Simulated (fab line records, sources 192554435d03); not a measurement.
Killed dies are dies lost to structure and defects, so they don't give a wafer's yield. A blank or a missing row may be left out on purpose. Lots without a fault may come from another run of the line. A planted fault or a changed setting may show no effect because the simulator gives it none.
Chamber matching | flow n5_finfet | N5_BEOL_M5_DESCUM_16 on rie_diel-01: 4 sister chambers
The step chemistry O2, time 7 s. 4 wafers are shown with their chamber, then 7 later ones without.

WAFERS WITH THEIR CHAMBER
wafer  | chamber | throttle_valve_pct (%)
L082.1 | 1       | 20.04
L082.3 | 0       | 20.39
L082.4 | 2       | 20.41
L083.5 | 3       | 20.61

WAFERS WITHOUT THEIR CHAMBER
wafer  | throttle_valve_pct (%)
L083.6 | 20.41
L093.3 | 20.42
L093.4 | 20.45
L093.5 | 20.65
L095.4 | 20.44
L095.5 | 20.69
L095.6 | 20.45

WHICH CHAMBER EACH WENT THROUGH
wafer  | from the rows above     | in truth
L083.6 | can't be placed: 2 or 0 | 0
L093.3 | can't be placed: 2 or 0 | 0
L093.4 | can't be placed: 2 or 0 | 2
L093.5 | 3                       | 3
L095.4 | can't be placed: 2 or 0 | 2
L095.5 | 3                       | 3
L095.6 | can't be placed: 2 or 0 | 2
Placed correctly: 2 of 7. Can't be placed from these rows: 5 (the true chamber is among the candidates in 5). Placed wrongly: 0.
How it was worked out, from the rows above alone: a wafer's distance from a chamber is the root of the sum, over the readings, of the square of ((its reading less the chamber's mean) divided by the reading's scatter). The wafer belongs to the nearest chamber; if the next one is less than 2 further off, it can't be placed. A chamber's mean is the mean of its shown wafers. The scatter: with one shown wafer a chamber, the root of the mean of the squares of how far each hidden wafer lies from its nearest shown one.
